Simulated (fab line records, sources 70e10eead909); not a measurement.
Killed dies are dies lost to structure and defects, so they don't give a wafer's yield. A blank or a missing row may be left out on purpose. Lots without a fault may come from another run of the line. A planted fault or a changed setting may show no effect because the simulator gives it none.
fab line records | flow nand_harc
record lots=24 wafers=72 last_day=33
route steps=1302 shown A_CONTACT@1078 A_BLC@1119
lots that met no fault: from a run of the same line without faults
start_h: hours from the record's first day to the start of the lot's first wafer shown | wait_h: hours since the lot's step before | " the same as in the row above | L1.1+2: a row that stands for several wafers | - no value, or no start given | * or withheld: withheld | < > ~ a bound
route shown NAME@n: a module of which the file shows steps, and the number in the route of the first | usual: mean/standard deviation of fault-free wafers | same: alike in all rows | chamber/n: place in a boat | sites: the reading at each site | _std_site: their standard deviation | _edge_site: outer sites' mean less inner sites' | radius_mm: how far each site lies from the wafer's centre | mask NAME#n: copy n | behind: the tool/chamber that last shaped the wafer | hold: why the lot was held/for how many hours/how that ended | device: the transistor (n, p or np) that didn't switch | end of line: the same wafers' tests at the end of the route | a step without rows: its recipe alone | killed: dies lost to structure and defects at the first sort, not the wafer's yield | map: a wafer's dies, x killed, . not, _ none there
set.NAME: the setting as run; set.NAME@STEP: as run at that earlier step | model.NAME: the simulator's own value behind a step, which no gauge read
steps of the route over a sample of lots; a table a step, a row a wafer
services: from which hour (start_h, from the record's first day; less than 0 if before it) a tool's chamber was out of use, for how many hours, and why
## steps
# step NHARC_A_CONTACT_CD_MEAS_08
# recipe target_cd_nm=200 landing_energy_ev=500
# usual cd_nm=200.3/0.65
# columns lot.wafer tool chamber start_h wait_h cd_nm
L074.2 cd_sem-02 0 493.80 - 199.7
L074.5 " 0 " " 200.3
L074.6 " 0 " " 200.6
L076.2 cd_sem-02 0 521.05 - 198.6
L076.4 " 0 " " 199.8
L076.5 " 0 " " 199.5
L075.1 cd_sem-02 0 521.42 - 199.0
L075.3 " 0 " " 200.3
L075.5 " 0 " " 200.4
L077.2 cd_sem-03 0 523.47 - 200.3
L077.3 " 0 " " 200.7
L077.6 " 0 " " 200.7
L079.2 cd_sem-03 0 546.55 - 200.1
L079.4 " 0 " " 199.0
L079.6 " 0 " " 198.7
L078.1 cd_sem-01 0 546.70 - 200.4
L078.2 " 0 " " 200.2
L078.3 " 0 " " 200.3
L080.1 cd_sem-02 0 566.37 - 200.1
L080.4 " 0 " " 200.0
L080.6 " 0 " " 199.6
L082.2 cd_sem-01 0 584.43 - 200.6
L082.3 " 0 " " 201.6
L082.5 " 0 " " 200.6
L081.1 cd_sem-02 0 584.75 - 200.2
L081.4 " 0 " " 201.1
L081.6 " 0 " " 199.6
L083.1 cd_sem-01 0 595.07 - 201.1
L083.2 " 0 " " 200.6
L083.3 " 0 " " 199.6
L086.2 cd_sem-01 0 613.09 - 200.9
L086.3 " 0 " " 199.9
L086.5 " 0 " " 199.4
L084.3 cd_sem-03 0 616.22 - 199.6
L084.4 " 0 " " 200.5
L084.5 " 0 " " 199.0
L085.1 cd_sem-02 0 617.29 - 199.6
L085.2 " 0 " " 200.8
L085.6 " 0 " " 201.1
L089.2 cd_sem-01 0 642.20 - 201.2
L089.3 " 0 " " 201.4
L089.5 " 0 " " 201.2
L088.1 cd_sem-01 0 644.08 - 200.3
L088.4 " 0 " " 200.7
L088.5 " 0 " " 199.8
L087.3 cd_sem-02 0 649.75 - 200.1
L087.5 " 0 " " 199.8
L087.6 " 0 " " 200.4
L091.2 cd_sem-03 0 658.02 - 200.2
L091.4 " 0 " " 200.4
L091.5 " 0 " " 201.0
L090.2 cd_sem-01 0 658.59 - 200.4
L090.3 " 0 " " 200.1
L090.6 " 0 " " 199.8
L093.1 cd_sem-01 0 693.55 - 199.6
L093.2 " 0 " " 200.4
L093.4 " 0 " " 200.4
L092.2 cd_sem-01 0 694.56 - 200.8
L092.5 " 0 " " 200.9
L092.6 " 0 " " 201.5
L095.2 cd_sem-02 0 708.27 - 201.0
L095.3 " 0 " " 200.2
L095.6 " 0 " " 199.5
L094.2 cd_sem-03 0 714.49 - 201.4
L094.4 " 0 " " 200.4
L094.5 " 0 " " 200.2
L096.2 cd_sem-01 0 729.80 - 199.5
L096.3 " 0 " " 200.7
L096.5 " 0 " " 200.2
L097.3 cd_sem-03 0 742.29 - 200.4
L097.5 " 0 " " 199.5
L097.6 " 0 " " 200.5
# step NHARC_A_CONTACT_OVL_MEAS_09
# usual overlay_x_nm=-0.2/0.83 overlay_y_nm=0.1/0.94
# columns lot.wafer tool chamber start_h wait_h overlay_x_nm overlay_y_nm
L074.2 overlay-01 - 493.89 - 1.0 0.3
L074.5 " - " " 1.2 0.7
L074.6 " - " " 1.0 0.9
L076.2 overlay-02 - 521.14 - 0.0 0.7
L076.4 " - " " 0.0 0.9
L076.5 " - " " 0.2 0.5
L075.1 overlay-01 - 521.51 - 0.8 0.0
L075.3 " - " " 0.6 -0.1
L075.5 " - " " 1.0 -0.8
L077.2 overlay-01 - 523.56 - 0.7 -1.5
L077.3 " - " " 1.1 -1.3
L077.6 " - " " 0.8 -1.3
L079.2 overlay-02 - 546.63 - -1.4 0.3
L079.4 " - " " -1.5 0.4
L079.6 " - " " -1.4 0.0
L078.1 overlay-01 - 546.79 - -0.7 -0.4
L078.2 " - " " -1.1 -0.8
L078.3 " - " " -0.6 -1.2
L080.1 overlay-02 - 566.46 - 1.0 -0.1
L080.4 " - " " 1.4 -0.3
L080.6 " - " " 0.2 0.4
L082.2 overlay-01 - 584.52 - 0.5 -0.8
L082.3 " - " " -0.5 -0.5
L082.5 " - " " -0.3 0.0
L081.1 overlay-01 - 584.84 - -1.5 0.6
L081.4 " - " " -1.3 0.6
L081.6 " - " " -0.8 0.3
L083.1 overlay-02 - 595.15 - 0.5 -0.6
L083.2 " - " " 1.0 0.5
L083.3 " - " " 0.7 0.4
L086.2 overlay-02 - 613.17 - 0.8 0.2
L086.3 " - " " 0.5 0.3
L086.5 " - " " 0.3 0.1
L084.3 overlay-01 - 616.30 - -1.0 1.0
L084.4 " - " " -1.2 0.9
L084.5 " - " " -1.6 0.6
L085.1 overlay-02 - 617.38 - -0.2 0.3
L085.2 " - " " -0.4 0.1
L085.6 " - " " -0.1 -0.8
L089.2 overlay-02 - 642.28 - -0.1 -0.1
L089.3 " - " " 0.2 0.3
L089.5 " - " " -0.1 0.4
L088.1 overlay-02 - 644.17 - -1.6 1.3
L088.4 " - " " -1.8 0.9
L088.5 " - " " -1.5 1.1
L087.3 overlay-02 - 649.83 - -0.7 -0.6
L087.5 " - " " -0.3 -0.5
L087.6 " - " " 0.1 -0.2
L091.2 overlay-02 - 658.11 - -0.8 -2.0
L091.4 " - " " -0.9 -2.4
L091.5 " - " " -0.8 -2.0
L090.2 overlay-02 - 658.67 - -1.2 1.3
L090.3 " - " " -0.7 1.6
L090.6 " - " " -0.5 1.4
L093.1 overlay-01 - 693.64 - -0.6 0.6
L093.2 " - " " -0.9 0.6
L093.4 " - " " -0.8 0.9
L092.2 overlay-01 - 694.65 - -0.4 0.5
L092.5 " - " " 0.1 0.6
L092.6 " - " " 1.3 0.3
L095.2 overlay-01 - 708.35 - -0.7 2.4
L095.3 " - " " -0.2 1.7
L095.6 " - " " -1.0 2.0
L094.2 overlay-02 - 714.58 - 0.4 -0.9
L094.4 " - " " 0.3 -0.7
L094.5 " - " " -0.2 -0.5
L096.2 overlay-02 - 729.88 - 0.1 -0.9
L096.3 " - " " -0.3 -1.1
L096.5 " - " " 0.4 -0.6
L097.3 overlay-01 - 742.37 - -1.0 -0.6
L097.5 " - " " -0.7 -0.8
L097.6 " - " " -1.3 0.1
# step NHARC_A_CONTACT_DESCUM_13
# recipe time_s=3 o2_flow_sccm=200 ar_flow_sccm=0 bias_power_w=0 chemistry=O2
# usual drypump_motor_current_A=5.9/0.48 oes_product_au=0.998/0.012 rf_vpp_V=57.6/0.84 showerhead_plenum_p_Torr=1.87/0.082 throttle_valve_pct=11.311/0.0096
# columns lot.wafer tool chamber start_h wait_h drypump_motor_current_A oes_product_au rf_hours_counter_h rf_vpp_V showerhead_plenum_p_Torr throttle_valve_pct
L074.2 rie_diel-04 2 494.00 0.1 5.8 1.001 22 57.8 1.78 11.300
L074.6 " 0 " " 6.6 1.004 - 58.2 2.00 11.314
L074.5 " 1 " " 6.0 0.972 - 57.2 1.84 11.303
L076.2 rie_diel-04 1 521.26 0.1 5.9 0.986 23 56.6 1.84 11.313
L076.5 " 3 " " 5.7 0.980 - 57.5 1.82 11.330
L076.4 " 1 " " 5.9 0.982 - 57.2 1.84 11.313
L075.1 rie_diel-01 1 521.61 0.1 6.8 0.996 43 58.7 1.92 11.316
L075.3 " 2 " " 5.7 0.983 47 58.6 1.89 11.293
L075.5 " 1 " " 6.7 1.007 - 56.8 1.92 11.317
L077.2 rie_diel-04 0 523.65 0.1 6.6 1.002 24 57.0 2.00 11.298
L077.3 " 1 " " 6.0 0.989 24 57.5 1.84 11.320
L077.6 " 1 " " 5.9 0.987 - 55.5 1.84 11.307
L079.4 rie_diel-04 1 546.74 0.1 5.9 1.001 0 55.7 1.84 11.301
L079.2 " 3 " " 5.7 0.979 0 57.1 1.82 11.316
L079.6 " 0 " " 6.6 1.014 - 57.4 2.00 11.312
L078.3 rie_diel-01 3 546.89 0.1 4.9 0.997 48 57.1 1.80 11.306
L078.1 " 0 " " 5.5 1.004 52 56.8 1.90 11.297
L078.2 " 1 " " 6.7 1.011 51 57.8 1.92 11.290
L080.1 rie_diel-04 3 566.61 0.1 5.7 0.983 4 56.5 1.82 11.296
L080.4 " 0 " " 6.6 1.025 3 58.3 2.00 11.322
L080.6 " 1 " " 5.9 0.996 - 58.2 1.84 11.309
L082.2 rie_diel-04 1 584.63 0.1 5.9 0.997 6 57.3 1.84 11.303
L082.3 " 2 " " 5.8 0.998 8 56.2 1.78 11.324
L082.5 " 0 " " 6.5 1.016 - 57.6 2.00 11.319
L081.1 rie_diel-01 1 584.95 0.1 6.7 1.028 9 58.6 1.92 11.307
L081.4 " 2 " " 5.7 0.996 8 57.4 1.88 11.307
L081.6 " 3 " " 4.9 0.995 - 57.9 1.80 11.321
L083.2 rie_diel-06 1 595.25 0.1 5.5 1.008 34 57.7 1.94 11.316
L083.3 " 2 " " 5.0 1.023 35 57.3 1.87 11.313
L083.1 " 3 " " 6.5 1.012 39 59.1 2.06 11.305
L086.2 rie_diel-04 2 613.27 0.1 5.8 0.999 12 57.3 1.78 11.308
L086.3 " 3 " " 5.7 0.976 11 58.1 1.82 11.302
L086.5 " 2 " " 5.8 0.993 - 58.0 1.78 11.332
L084.3 rie_diel-04 3 616.42 0.1 5.7 0.980 12 56.4 1.82 11.310
L084.4 " 0 " " 6.6 1.011 9 57.6 2.00 11.310
L084.5 " 1 " " 5.9 1.008 - 56.4 1.84 11.308
L085.1 rie_diel-06 2 617.49 0.1 5.0 1.003 46 58.1 1.86 11.304
L085.2 " 3 " " 6.5 1.001 48 58.6 2.06 11.310
L085.6 " 1 " " 5.5 0.996 - 57.0 1.94 11.324
L089.3 rie_diel-04 0 642.38 0.1 6.5 1.011 13 58.3 2.00 11.310
L089.2 " 3 " " 5.7 0.983 15 57.5 1.81 11.314
L089.5 " 0 " " 6.5 1.017 - 56.9 2.00 11.305
L088.4 rie_diel-04 2 644.27 0.1 5.8 0.998 17 58.1 1.78 11.307
L088.1 " 3 " " 5.7 0.985 15 57.3 1.81 11.320
L088.5 " 3 " " 5.7 0.989 - 56.9 1.81 11.321
L087.3 rie_diel-04 1 649.93 0.1 6.0 1.009 16 58.3 1.84 11.309
L087.5 " 0 " " 6.6 1.009 - 59.6 2.00 11.297
L087.6 " 1 " " 6.0 1.008 - 56.7 1.84 11.314
L091.2 rie_diel-04 3 658.21 0.1 5.7 0.988 17 56.5 1.81 11.318
L091.4 " 0 " " 6.6 1.016 15 57.5 2.00 11.302
L091.5 " 2 " " 5.8 0.994 - 56.6 1.78 11.331
L090.3 rie_diel-04 3 658.77 0.1 5.7 0.984 17 59.1 1.81 11.322
L090.2 " 1 " " 5.9 1.010 17 56.0 1.84 11.304
L090.6 " 3 " " 5.7 0.982 - 57.9 1.81 11.305
L093.1 rie_diel-04 3 693.75 0.1 5.7 0.984 21 57.9 1.81 11.307
L093.4 " 0 " " 6.5 1.015 19 58.0 2.00 11.323
L093.2 " 1 " " 5.9 1.006 20 58.6 1.84 11.306
L092.2 rie_diel-01 0 694.77 0.1 5.5 0.995 50 57.8 1.88 11.294
L092.5 " 2 " " 5.7 0.995 - 57.4 1.87 11.312
L092.6 " 3 " " 4.9 0.997 - 57.3 1.78 11.321
L095.2 rie_diel-01 2 708.46 0.1 5.7 0.982 49 56.9 1.87 11.312
L095.3 " 0 " " 5.5 0.989 55 57.7 1.88 11.303
L095.6 " 2 " " 5.7 1.005 - 57.3 1.87 11.328
L094.2 rie_diel-06 1 714.69 0.1 5.4 0.985 14 57.9 1.93 11.313
L094.4 " 2 " " 5.0 1.012 14 57.1 1.85 11.312
L094.5 " 3 " " 6.5 1.009 - 57.6 2.05 11.319
L096.3 rie_diel-04 3 729.98 0.1 5.7 0.990 1 57.1 1.81 11.316
L096.2 " 2 " " 5.8 0.988 1 57.7 1.77 11.328
L096.5 " 3 " " 5.7 0.993 - 56.2 1.81 11.303
L097.3 rie_diel-04 2 743.03 0.6 5.8 1.015 4 57.3 1.77 11.316
L097.6 " 3 " " 5.7 0.994 - 58.5 1.81 11.304
L097.5 " 0 " " 6.6 1.017 - 58.2 1.99 11.321
# step NHARC_A_CONTACT_ETCH_134
# recipe source_w=withheld pressure_mtorr=20 bias_v=withheld time_s=140 target_depth_a=7000 ar_flow_sccm=withheld c4f8_flow_sccm=withheld o2_flow_sccm=withheld chemistry=C4F8/O2/Ar
# columns lot.wafer tool chamber start_h wait_h rf_hours_counter_h
L074.2 har_cap_etch-03 0 495.12 - 41
L074.6 " 0 " " -
L074.5 " 1 " " -
L076.2 har_cap_etch-03 1 522.61 - 47
L076.4 " 1 " " -
L076.5 " 1 " " -
L075.1 har_cap_etch-02 1 523.42 - 89
L075.3 " 1 " " -
L075.5 " 1 " " -
L077.2 har_cap_etch-01 1 524.99 - 2
L077.3 " 1 " " -
L077.6 " 0 " " -
L079.2 har_cap_etch-02 0 547.89 - 92
L079.4 " 0 " " -
L079.6 " 1 " " -
L078.2 har_cap_etch-01 1 548.01 - 5
L078.1 " 0 " " 5
L078.3 " 1 " " -
L080.1 har_cap_etch-02 1 567.72 - 95
L080.4 " 1 " " -
L080.6 " 0 " " -
L082.2 har_cap_etch-02 1 585.74 - 99
L082.3 " 1 " " -
L082.5 " 0 " " -
L081.1 har_cap_etch-03 1 586.09 - 59
L081.4 " 1 " " -
L081.6 " 0 " " -
L083.1 har_cap_etch-01 1 598.05 - 15
L083.2 " 0 " " 15
L083.3 " 1 " " -
L086.2 har_cap_etch-02 1 614.39 - 104
L086.3 " 0 " " -
L086.5 " 1 " " -
L084.4 har_cap_etch-03 0 617.60 - -
L084.3 " 1 " " -
L084.5 " 0 " " -
L085.2 har_cap_etch-01 1 618.61 - 18
L085.1 " 0 " " 18
L085.6 " 0 " " -
L089.2 har_cap_etch-01 1 643.88 - 24
L089.3 " 1 " " -
L089.5 " 1 " " -
L088.1 har_cap_etch-02 1 645.50 - 112
L088.4 " 0 " " -
L088.5 " 1 " " -
L087.3 har_cap_etch-03 1 651.12 - -
L087.6 " 1 " " -
L087.5 " 0 " " -
L091.2 har_cap_etch-03 0 659.35 - 73
L091.4 " 0 " " -
L091.5 " 0 " " -
L090.2 har_cap_etch-01 0 660.21 - 27
L090.3 " 1 " " -
L090.6 " 0 " " -
L093.1 har_cap_etch-01 0 694.86 - 30
L093.2 " 1 " " 30
L093.4 " 0 " " -
L092.2 har_cap_etch-02 0 695.90 - 119
L092.6 " 1 " " -
L092.5 " 0 " " -
L095.2 har_cap_etch-01 0 709.57 - 33
L095.3 " 1 " " -
L095.6 " 1 " " -
L094.2 har_cap_etch-01 0 715.86 - 35
L094.4 " 1 " " -
L094.5 " 1 " " -
L096.2 har_cap_etch-03 1 731.11 - 85
L096.3 " 0 " " -
L096.5 " 0 " " -
L097.3 har_cap_etch-01 1 744.36 - -
L097.6 " 1 " " -
L097.5 " 0 " " -
# step NHARC_A_CONTACT_ETCH_98
# recipe target_depth_a=200 over_etch_frac=0.5 time_s=10 ion_energy_ev=250 c4f6_flow_sccm=25 o2_flow_sccm=20 ar_flow_sccm=500 rf_w=600 bias_w=500 chemistry=C4F6/O2
# usual drypump_motor_current_A=5.9/0.47 oes_product_au=0.949/0.016 rf_vpp_V=545/3.4 showerhead_plenum_p_Torr=3.85/0.16 throttle_valve_pct=26.902/0.0094
# columns lot.wafer tool chamber start_h wait_h drypump_motor_current_A oes_product_au rf_hours_counter_h rf_vpp_V showerhead_plenum_p_Torr throttle_valve_pct
L074.2 rie_diel-04 2 - - 5.8 0.952 22 540 3.68 26.892
L074.6 " 3 " " 5.7 0.945 - 543 3.75 26.904
L074.5 " 0 " " 6.6 0.962 - 550 4.09 26.896
L076.4 rie_diel-01 2 - - 5.6 0.937 48 546 3.88 26.901
L076.2 " 1 " " 6.7 0.941 44 548 3.94 26.910
L076.5 " 2 " " 5.7 0.927 - 546 3.88 26.898
L075.3 rie_diel-04 1 525.39 0.1 6.0 0.937 25 546 3.79 26.903
L075.1 " 2 " " 5.9 0.934 25 542 3.68 26.898
L075.5 " 1 " " 5.9 0.936 - 543 3.79 26.909
L077.2 rie_diel-06 3 - - 6.5 0.953 12 552 4.22 26.902
L077.3 " 1 " " 5.5 0.950 11 548 3.99 26.905
L077.6 " 2 " " 5.0 0.947 - 545 3.85 26.902
L079.2 rie_diel-04 0 - - 6.6 0.963 1 550 4.09 26.902
L079.4 " 1 " " 6.0 0.945 1 545 3.79 26.909
L079.6 " 0 " " 6.6 0.961 - 550 4.09 26.887
L078.3 rie_diel-06 3 - - 6.5 0.950 20 552 4.21 26.907
L078.2 " 0 " " 5.6 0.958 19 550 4.05 26.909
L078.1 " 1 " " 5.5 0.942 18 548 3.98 26.895
L080.1 rie_diel-04 2 - - 5.8 0.963 4 540 3.68 26.919
L080.4 " 3 " " 5.7 0.946 4 546 3.74 26.898
L080.6 " 2 " " 5.9 0.966 - 541 3.68 26.894
L082.2 rie_diel-01 1 - - 6.8 0.948 10 548 3.93 26.899
L082.3 " 3 " " 4.9 0.951 11 542 3.70 26.892
L082.5 " 0 " " 5.5 0.946 - 546 3.88 26.903
L081.1 rie_diel-06 1 - - 5.5 0.941 32 547 3.97 26.904
L081.4 " 3 " " 6.5 0.955 36 553 4.20 26.888
L081.6 " 0 " " 5.7 0.946 - 550 4.04 26.903
L083.1 rie_diel-06 3 600.06 0.1 6.5 0.952 41 552 4.20 26.908
L083.3 " 0 " " 5.6 0.925 31 549 4.04 26.896
L083.2 " 2 " " 5.0 0.958 37 546 3.84 26.913
L086.3 rie_diel-04 0 - - 6.6 0.956 9 549 4.08 26.918
L086.2 " 1 " " 6.0 0.935 10 544 3.79 26.895
L086.5 " 0 " " 6.6 0.961 - 551 4.08 26.908
L084.4 rie_diel-04 1 - - 6.0 0.962 11 543 3.79 26.902
L084.3 " 0 " " 6.6 0.963 10 551 4.08 26.909
L084.5 " 2 " " 5.8 0.947 - 541 3.67 26.918
L085.2 rie_diel-04 0 - - 6.6 0.947 10 550 4.08 26.905
L085.1 " 1 " " 5.9 0.954 11 545 3.79 26.900
L085.6 " 3 " " 5.7 0.917 - 544 3.74 26.896
L089.2 rie_diel-04 3 - - 5.7 0.926 16 543 3.74 26.889
L089.3 " 0 " " 6.6 0.946 14 550 4.08 26.895
L089.5 " 2 " " 5.8 0.950 - 542 3.67 26.891
L088.4 rie_diel-04 2 - - 5.8 0.945 18 542 3.67 26.910
L088.1 " 0 " " 6.6 0.967 14 551 4.08 26.904
L088.5 " 1 " " 6.0 0.953 - 543 3.78 26.913
L087.3 rie_diel-04 2 653.07 0.1 5.8 0.976 18 542 3.67 26.907
L087.5 " 2 " " 5.8 0.981 - 543 3.67 26.896
L087.6 " 0 " " 6.6 0.975 - 550 4.08 26.909
L091.4 rie_diel-04 1 - - 6.0 0.944 18 544 3.78 26.896
L091.2 " 2 " " 5.8 0.933 20 540 3.67 26.906
L091.5 " 0 " " 6.6 0.963 - 550 4.08 26.907
L090.2 rie_diel-04 0 - - 6.6 0.957 16 551 4.08 26.893
L090.3 " 1 " " 5.9 0.963 18 544 3.78 26.909
L090.6 " 3 " " 5.7 0.928 - 544 3.74 26.916
L093.1 rie_diel-04 3 - - 5.7 0.940 21 543 3.73 26.913
L093.4 " 0 " " 6.6 0.972 19 549 4.08 26.900
L093.2 " 2 " " 5.8 0.951 23 542 3.66 26.899
L092.2 rie_diel-04 0 - - 6.6 0.946 19 550 4.08 26.913
L092.6 " 1 " " 6.0 0.949 - 544 3.78 26.899
L092.5 " 2 " " 5.8 0.954 - 541 3.67 26.890
L095.2 rie_diel-01 0 - - 5.5 0.953 55 546 3.86 26.918
L095.3 " 3 " " 4.9 0.950 55 542 3.68 26.898
L095.6 " 0 " " 5.5 0.957 - 546 3.86 26.897
L094.2 rie_diel-01 2 - - 5.7 0.990 52 545 3.84 26.904
L094.4 " 0 " " 5.5 0.995 60 545 3.85 26.907
L094.5 " 3 " " 4.9 0.990 - 542 3.68 26.897
L096.3 rie_diel-04 1 - - 6.0 0.940 3 545 3.78 26.902
L096.2 " 3 " " 5.7 0.931 3 542 3.73 26.917
L096.5 " 0 " " 6.6 0.944 - 550 4.07 26.896
L097.3 rie_diel-04 2 - - 5.9 0.939 6 542 3.66 26.895
L097.6 " 1 " " 5.9 0.929 - 544 3.77 26.902
L097.5 " 2 " " 5.9 0.944 - 540 3.66 26.890
# step NHARC_A_BLC_INSPECT_12
# usual raw_defect_count=86/38
# columns lot.wafer tool chamber start_h wait_h raw_defect_count
L074.2 defect_inspect-02 - 500.11 0.0 120
L074.5 " - " " 112
L074.6 " - " " 113
L076.2 defect_inspect-02 - 527.70 0.0 156
L076.4 " - " " 128
L076.5 " - " " 160
L075.1 defect_inspect-02 - 528.53 0.0 17
L075.3 " - " " 22
L075.5 " - " " 28
L077.2 defect_inspect-01 - 529.99 0.0 22
L077.3 " - " " 25
L077.6 " - " " 20
L079.2 defect_inspect-01 - 552.85 0.0 49
L079.4 " - " " 33
L079.6 " - " " 41
L078.1 defect_inspect-01 - 553.87 0.0 69
L078.2 " - " " 72
L078.3 " - " " 61
L080.1 defect_inspect-02 - 572.91 0.0 65
L080.4 " - " " 55
L080.6 " - " " 58
L082.2 defect_inspect-01 - 590.96 0.0 78
L082.3 " - " " 74
L082.5 " - " " 53
L081.1 defect_inspect-01 - 591.21 0.0 119
L081.4 " - " " 132
L081.6 " - " " 127
L083.1 defect_inspect-02 - 603.22 0.0 68
L083.2 " - " " 82
L083.3 " - " " 95
L086.2 defect_inspect-01 - 619.45 0.0 130
L086.3 " - " " 137
L086.5 " - " " 142
L084.3 defect_inspect-01 - 622.67 0.0 67
L084.4 " - " " 73
L084.5 " - " " 59
L085.1 defect_inspect-02 - 624.28 0.0 96
L085.2 " - " " 93
L085.6 " - " " 94
L089.2 defect_inspect-01 - 648.87 0.0 97
L089.3 " - " " 109
L089.5 " - " " 107
L088.1 defect_inspect-02 - 650.65 0.0 78
L088.4 " - " " 62
L088.5 " - " " 60
L087.3 defect_inspect-01 - 656.21 0.0 57
L087.5 " - " " 68
L087.6 " - " " 54
L091.2 defect_inspect-01 - 664.47 0.0 98
L091.4 " - " " 97
L091.5 " - " " 91
L090.2 defect_inspect-01 - 665.24 0.0 87
L090.3 " - " " 68
L090.6 " - " " 77
L093.1 defect_inspect-02 - 700.00 0.0 81
L093.2 " - " " 82
L093.4 " - " " 72
L092.2 defect_inspect-02 - 703.83 0.0 141
L092.5 " - " " 183
L092.6 " - " " 151
L095.2 defect_inspect-01 - 714.83 0.0 113
L095.3 " - " " 130
L095.6 " - " " 143
L094.2 defect_inspect-02 - 721.52 0.0 39
L094.4 " - " " 45
L094.5 " - " " 31
L096.2 defect_inspect-02 - 736.23 0.0 68
L096.3 " - " " 67
L096.5 " - " " 66
L097.3 defect_inspect-01 - 749.29 0.0 132
L097.5 " - " " 147
L097.6 " - " " 131
## services
# columns tool chamber start_h hours kind
rie_diel-04 0 480.25 2.6 repair
rie_diel-06 - 484.25 9.0 pm
rie_diel-04 0 486.96 - clean
rie_diel-04 1 486.96 - clean
rie_diel-04 2 486.96 - clean
rie_diel-04 3 486.96 - clean
har_cap_etch-01 - 498.16 17.0 pm
rie_diel-04 0 511.46 - clean
rie_diel-04 1 511.46 - clean
rie_diel-04 2 511.46 - clean
rie_diel-04 3 511.46 - clean
rie_diel-04 2 521.24 4.1 repair
rie_diel-01 3 528.71 7.8 repair
rie_diel-04 - 532.46 9.0 pm
rie_diel-04 0 532.46 9.0 vent_cycle
rie_diel-01 - 558.26 9.0 pm
rie_diel-06 0 595.74 4.3 repair
rie_diel-04 3 651.48 5.8 repair
rie_diel-06 2 654.40 3.1 repair
rie_diel-06 - 661.25 9.0 pm
rie_diel-04 - 665.26 1.2 repair
har_cap_etch-03 - 687.65 0.8 repair
rie_diel-04 - 709.46 9.0 pm
har_cap_etch-02 - 714.99 1.2 repair
## key
fault none
